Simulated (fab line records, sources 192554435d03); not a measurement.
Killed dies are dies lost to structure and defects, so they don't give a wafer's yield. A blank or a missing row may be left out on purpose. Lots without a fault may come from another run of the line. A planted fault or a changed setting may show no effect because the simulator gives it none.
fab line records | flow n5_finfet
record lots=7 wafers=39
route steps=1938 shown BEOL_M8@1377
start_h: hours from the record's first day to the start of the lot's first wafer shown | wait_h: hours since the lot's step before | " the same as in the row above | L1.1+2: a row that stands for several wafers | - no value, or no start given | * or withheld: withheld | < > ~ a bound
route shown NAME@n: a module of which the file shows steps, and the number in the route of the first | usual: mean/standard deviation of fault-free wafers | same: alike in all rows | chamber/n: place in a boat | sites: the reading at each site | _std_site: their standard deviation | _edge_site: outer sites' mean less inner sites' | radius_mm: how far each site lies from the wafer's centre | mask NAME#n: copy n | behind: the tool/chamber that last shaped the wafer | hold: why the lot was held/for how many hours/how that ended | device: the transistor (n, p or np) that didn't switch | end of line: the same wafers' tests at the end of the route | a step without rows: its recipe alone | killed: dies lost to structure and defects at the first sort, not the wafer's yield | map: a wafer's dies, x killed, . not, _ none there
set.NAME: the setting as run; set.NAME@STEP: as run at that earlier step | model.NAME: the simulator's own value behind a step, which no gauge read
lots whose settings were changed on purpose; a table a step, a row a wafer
## steps
# step N5_BEOL_M8_TRENCH_ETCH_37
# recipe chemistry=C4F6/O2 target_depth_a=934.78 target=SiCOH_lowk time_s=31.2 ion_energy_ev=250 pressure_mtorr=30 source_w=345 bias_w=185 Ar_flow_sccm=300 C4F6_flow_sccm=10 O2_flow_sccm=10
# columns lot.wafer tool chamber start_h wait_h set.target_depth_a model.etch.depth_nm model.BEOL_M8.feature_depth_nm model.TiN_of_BEOL_M8_HM_DEP_02.thk_nm
L079.1 rie_diel-06 3 - - 934.78 94.85 94.8 17.8
L079.5 " 2 " " 934.78 94.97 95 17.8
L079.6 " 1 " " 934.78 94.25 94.2 17.4
L081.1 rie_diel-01 3 - - 934.78 93.25 93.2 17.6
L081.2 " 2 " " 934.78 90.63 90.6 17.8
L081.3 " 0 " " 506.2 49.53 49.6 19
L081.4 " 3 " " 506.2 50.36 50.4 18.8
L081.5 " 2 " " 506.2 49.3 49.4 19
L081.6 " 0 " " 934.78 90.94 91 17.8
L082.1 rie_diel-03 1 - - 764.3 77.94 78 18.2
L082.2 " 3 " " 934.78 90.3 90.2 17.6
L082.3 " 2 " " 934.78 94.2 94.2 17.8
L082.4 " 0 " " 764.3 75.47 75.4 17.6
L082.5 " 3 " " 934.78 90.91 91 17.6
L082.6 " 2 " " 764.3 77.45 77.4 18.2
L084.1 rie_diel-06 0 - - 1204 117.3 117.4 17
L084.2 " 3 " " 934.78 92.99 93 17.6
L084.3 " 1 " " 934.78 94.05 94 17.6
L084.4 " 2 " " 1204 119.7 119.8 16.8
L084.5 " 1 " " 934.78 94.18 94.2 17.8
L084.6 " 0 " " 1204 117.4 117.4 16.6
L087.1 rie_diel-06 3 - - 743.5 75.01 75 17.8
L087.2 " 2 " " 934.78 95.1 95 17.4
L087.3 " 0 " " 743.5 73.38 73.4 18.4
L087.4 " 1 " " 743.5 75.57 75.6 18.4
L087.5 " 1 " " 934.78 94.08 94 18
L087.6 " 2 " " 934.78 95.73 95.8 17.4
L091.1 rie_diel-01 0 - - 934.78 91.34 91.4 17.8
L091.2 " 1 " " 1420 146.6 146.6 16.2
L091.3 " 3 " " 934.78 94.38 94.4 17.6
L091.4 " 0 " " 1420 138.4 138.4 16.6
L091.5 " 1 " " 934.78 96.81 96.8 17.6
L091.6 " 3 " " 1420 144.1 144.2 16.2
L096.1 rie_diel-03 1 - - 934.78 95.91 96 17.4
L096.2 " 0 " " 934.78 92.73 92.8 17.2
L096.3 " 3 " " 934.78 89.99 90 17.4
L096.4 " 2 " " 934.78 94.21 94.2 17.6
L096.5 " 0 " " 934.78 93.08 93 17.4
L096.6 " 3 " " 934.78 90.22 90.2 17.4
# step N5_BEOL_M8_ETCH_41
# recipe chemistry=CH3F/O2 target=SiCN target_depth_a=319 taper_deg=2 time_s=57.8 ion_energy_ev=120 mask_material=TiN pressure_mtorr=30 source_w=395 bias_w=75 Ar_flow_sccm=150 CH3F_flow_sccm=30 O2_flow_sccm=20
# step N5_BEOL_M8_STRIP_80
# recipe chemistry=N2/H2 time_s=10 power_w=450 temp_c=40 pressure_mtorr=20 rf_frequency_hz=6e+07 bias_power_w=7 n2_flow_sccm=200 h2_flow_sccm=200
# step N5_BEOL_M8_OCD_MEAS_38
# usual trench_depth_nm=93.1/1.9
# columns lot.wafer tool chamber start_h wait_h set.target_depth_a@BEOL_M8_TRENCH_ETCH_37 trench_depth_nm
L079.1 ocd-01 - 250.48 - 934.78 94.9
L079.5 " - " " 934.78 94.7
L079.6 " - " " 934.78 94.5
L081.1 ocd-02 - 277.80 - 934.78 93.5
L081.2 " - " " 934.78 89.9
L081.3 " - " " 506.2 49.8
L081.4 " - " " 506.2 50.2
L081.5 " - " " 506.2 49.2
L081.6 " - " " 934.78 91.1
L082.1 ocd-02 - 287.80 - 764.3 77.4
L082.2 " - " " 934.78 90.3
L082.3 " - " " 934.78 93.9
L082.4 " - " " 764.3 75.4
L082.5 " - " " 934.78 90.8
L082.6 " - " " 764.3 77.6
L084.1 ocd-01 - 287.81 - 1204 117.5
L084.2 " - " " 934.78 92.8
L084.3 " - " " 934.78 93.9
L084.4 " - " " 1204 120.3
L084.5 " - " " 934.78 94.3
L084.6 " - " " 1204 117.6
L087.1 ocd-02 - 310.11 - 743.5 75.4
L087.2 " - " " 934.78 94.9
L087.3 " - " " 743.5 73.5
L087.4 " - " " 743.5 76.0
L087.5 " - " " 934.78 94.4
L087.6 " - " " 934.78 96.1
L091.1 ocd-02 - 327.89 - 934.78 91.5
L091.2 " - " " 1420 146.2
L091.3 " - " " 934.78 94.8
L091.4 " - " " 1420 138.3
L091.5 " - " " 934.78 96.6
L091.6 " - " " 1420 144.4
L096.1 ocd-02 - 366.74 - 934.78 96.7
L096.2 " - " " 934.78 92.0
L096.3 " - " " 934.78 90.1
L096.4 " - " " 934.78 94.8
L096.5 " - " " 934.78 92.6
L096.6 " - " " 934.78 90.5
# step N5_BEOL_M8_HM_STRIP_39
# recipe chemistry=peroxide_tin_strip material=TiN target_depth_a=250 temp_c=50 time_s=158
# step N5_BEOL_M8_SRD_40
# recipe time_s=30 temp_c=23 rinse_liquid=diw dry=ipa_marangoni
# step N5_BEOL_M8_ECD_50
# recipe material=Cu target_thk_a=3000
# step N5_BEOL_M8_ANNEAL_51
# recipe temp_c=225 time_s=90 ambient=N2
# step N5_BEOL_M8_CMP_52
# recipe stop_on=SiCOH_lowk t_overpolish_s=6.9 down_force_psi=1 platen_rpm=50 clearing_platen_down_force_psi=1.5 clearing_platen_rpm=50 post_cmp_clean=cu_alkaline target_thk_nm=80 clearing_platen_pad_velocity_m_s=0.99484 pad_velocity_m_s=0.99484
# columns lot.wafer tool chamber start_h wait_h set.target_depth_a@BEOL_M8_TRENCH_ETCH_37 model.Cu_of_BEOL_M8_ECD_50.thk_nm
L079.1 cmp-04 3 254.49 0.3 934.78 80.4
L079.5 " 1 " " 934.78 81.2
L079.6 " 2 " " 934.78 83.2
L081.3 cmp-01 1 281.42 0.2 506.2 37.4
L081.2 " 2 " " 934.78 78.8
L081.1 " 3 " " 934.78 82
L081.4 " 0 " " 506.2 37.6
L081.6 " 1 " " 934.78 78.6
L081.5 " 2 " " 506.2 36.2
L082.1 cmp-03 1 291.77 0.3 764.3 65.2
L082.2 " 2 " " 934.78 76.4
L082.4 " 3 " " 764.3 62.4
L082.3 " 0 " " 934.78 81
L082.6 " 1 " " 764.3 63.6
L082.5 " 2 " " 934.78 77.2
L084.3 cmp-04 0 292.16 0.2 934.78 81.6
L084.1 " 1 " " 1204 105
L084.4 " 2 " " 1204 108.2
L084.2 " 3 " " 934.78 79
L084.6 " 0 " " 1204 106
L084.5 " 1 " " 934.78 81.4
L087.4 cmp-01 3 315.22 0.2 743.5 63
L087.1 " 0 " " 743.5 61.2
L087.2 " 1 " " 934.78 81.4
L087.3 " 2 " " 743.5 59.2
L087.6 " 3 " " 934.78 82
L087.5 " 0 " " 934.78 80.4
L091.3 cmp-03 1 331.52 0.2 934.78 81.6
L091.2 " 2 " " 1420 134
L091.4 " 3 " " 1420 126
L091.1 " 0 " " 934.78 78.6
L091.6 " 1 " " 1420 131.2
L091.5 " 2 " " 934.78 84.4
L096.3 cmp-04 3 369.31 0.2 934.78 75.8
L096.4 " 0 " " 934.78 80.6
L096.2 " 1 " " 934.78 80
L096.1 " 2 " " 934.78 83.4
L096.5+6 " 3,0 " " 934.78 77.6
# step N5_BEOL_M8_THK_MEAS_53
# recipe thk_meas_gauge=xrf reads=Cu_of_BEOL_M8_ECD_50
# usual M8_THK=79.8/2.2
# columns lot.wafer tool chamber start_h wait_h set.target_depth_a@BEOL_M8_TRENCH_ETCH_37 M8_THK[nm]
L079.1 film_metro-02 - 254.71 - 934.78 79.9
L079.5 " - " " 934.78 80.6
L079.6 " - " " 934.78 82.7
L081.1 film_metro-02 - 281.71 - 934.78 82.6
L081.2 " - " " 934.78 79.3
L081.3 " - " " 506.2 37.7
L081.4 " - " " 506.2 38.0
L081.5 " - " " 506.2 36.4
L081.6 " - " " 934.78 78.6
L082.1 film_metro-02 - 292.07 - 764.3 65.3
L082.2 " - " " 934.78 76.6
L082.3 " - " " 934.78 81.0
L082.4 " - " " 764.3 62.5
L082.5 " - " " 934.78 77.3
L082.6 " - " " 764.3 63.9
L084.1 film_metro-01 - 292.45 - 1204 105.6
L084.2 " - " " 934.78 79.7
L084.3 " - " " 934.78 82.3
L084.4 " - " " 1204 109.7
L084.5 " - " " 934.78 82.3
L084.6 " - " " 1204 107.0
L087.1 film_metro-02 - 315.52 - 743.5 60.9
L087.2 " - " " 934.78 80.4
L087.3 " - " " 743.5 58.4
L087.4 " - " " 743.5 62.3
L087.5 " - " " 934.78 79.7
L087.6 " - " " 934.78 80.8
L091.1 film_metro-02 - 331.81 - 934.78 78.5
L091.2 " - " " 1420 133.9
L091.3 " - " " 934.78 81.0
L091.4 " - " " 1420 126.2
L091.5 " - " " 934.78 84.1
L091.6 " - " " 1420 131.6
L096.1 film_metro-01 - 369.61 - 934.78 83.3
L096.2 " - " " 934.78 79.7
L096.3 " - " " 934.78 75.9
L096.4 " - " " 934.78 80.3
L096.5 " - " " 934.78 77.6
L096.6 " - " " 934.78 77.5
# step N5_BEOL_M8_PRE_CLEAN_55
# recipe gas=NH3 time_s=15 temp_c=withheld rf_power_w=300
# step N5_BEOL_M8_DEP_56
# recipe material=SiCN target_thk_a=100 temp_c=withheld precursor=3MS/NH3 pressure_torr=3 rf_w=202 time_s=17.5
# step N5_BEOL_M8_RS_MEAS_57
# recipe thk_meas_gauge=four-point-probe reads=Cu_of_BEOL_M8_ECD_50+Co_of_BEOL_M8_CVD_78+TaN_of_BEOL_M8_ALD_77
# usual M8_RS=0.288/0.0095
# columns lot.wafer tool chamber start_h wait_h set.target_depth_a@BEOL_M8_TRENCH_ETCH_37 M8_RS[ohm/sq]
L079.1 film_metro-01 - 254.84 0.1 934.78 0.284
L079.5 " - " " 934.78 0.282
L079.6 " - " " 934.78 0.274
L081.1 film_metro-01 - 281.84 0.1 934.78 0.278
L081.2 " - " " 934.78 0.292
L081.3 " - " " 506.2 0.734
L081.4 " - " " 506.2 0.727
L081.5 " - " " 506.2 0.767
L081.6 " - " " 934.78 0.292
L082.1 film_metro-02 - 292.20 0.1 764.3 0.364
L082.2 " - " " 934.78 0.301
L082.3 " - " " 934.78 0.282
L082.4 " - " " 764.3 0.385
L082.5 " - " " 934.78 0.299
L082.6 " - " " 764.3 0.376
L084.1 film_metro-01 - 292.58 0.1 1204 0.209
L084.2 " - " " 934.78 0.290
L084.3 " - " " 934.78 0.280
L084.4 " - " " 1204 0.202
L084.5 " - " " 934.78 0.281
L084.6 " - " " 1204 0.207
L087.1 film_metro-01 - 315.65 0.1 743.5 0.394
L087.2 " - " " 934.78 0.281
L087.3 " - " " 743.5 0.411
L087.4 " - " " 743.5 0.382
L087.5 " - " " 934.78 0.284
L087.6 " - " " 934.78 0.278
L091.1 film_metro-02 - 331.94 0.1 934.78 0.292
L091.2 " - " " 1420 0.159
L091.3 " - " " 934.78 0.280
L091.4 " - " " 1420 0.170
L091.5 " - " " 934.78 0.268
L091.6 " - " " 1420 0.163
L096.1 film_metro-01 - 369.74 0.1 934.78 0.273
L096.2 " - " " 934.78 0.286
L096.3 " - " " 934.78 0.305
L096.4 " - " " 934.78 0.284
L096.5 " - " " 934.78 0.296
L096.6 " - " " 934.78 0.297
## key
split step=N5_BEOL_M8_TRENCH_ETCH_37 setting=target_depth_a stated=934.78 by=wafer
response step=N5_BEOL_M8_TRENCH_ETCH_37 reading=model.etch.depth_nm change=+0.917 per=1% r=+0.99
response step=N5_BEOL_M8_TRENCH_ETCH_37 reading=model.BEOL_M8.feature_depth_nm change=+0.916 per=1% r=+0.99
response step=N5_BEOL_M8_TRENCH_ETCH_37 reading=model.TiN_of_BEOL_M8_HM_DEP_02.thk_nm change=-0.0263 per=1% r=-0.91
response step=N5_BEOL_M8_OCD_MEAS_38 reading=trench_depth_nm change=+0.916 per=1% r=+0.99
response step=N5_BEOL_M8_CMP_52 reading=model.Cu_of_BEOL_M8_ECD_50.thk_nm change=+0.927 per=1% r=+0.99
response step=N5_BEOL_M8_THK_MEAS_53 reading=M8_THK change=+0.932 per=1% r=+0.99
response step=N5_BEOL_M8_RS_MEAS_57 reading=M8_RS shape=bent at_lowest=0.743 at_stated=0.286 at_highest=0.164
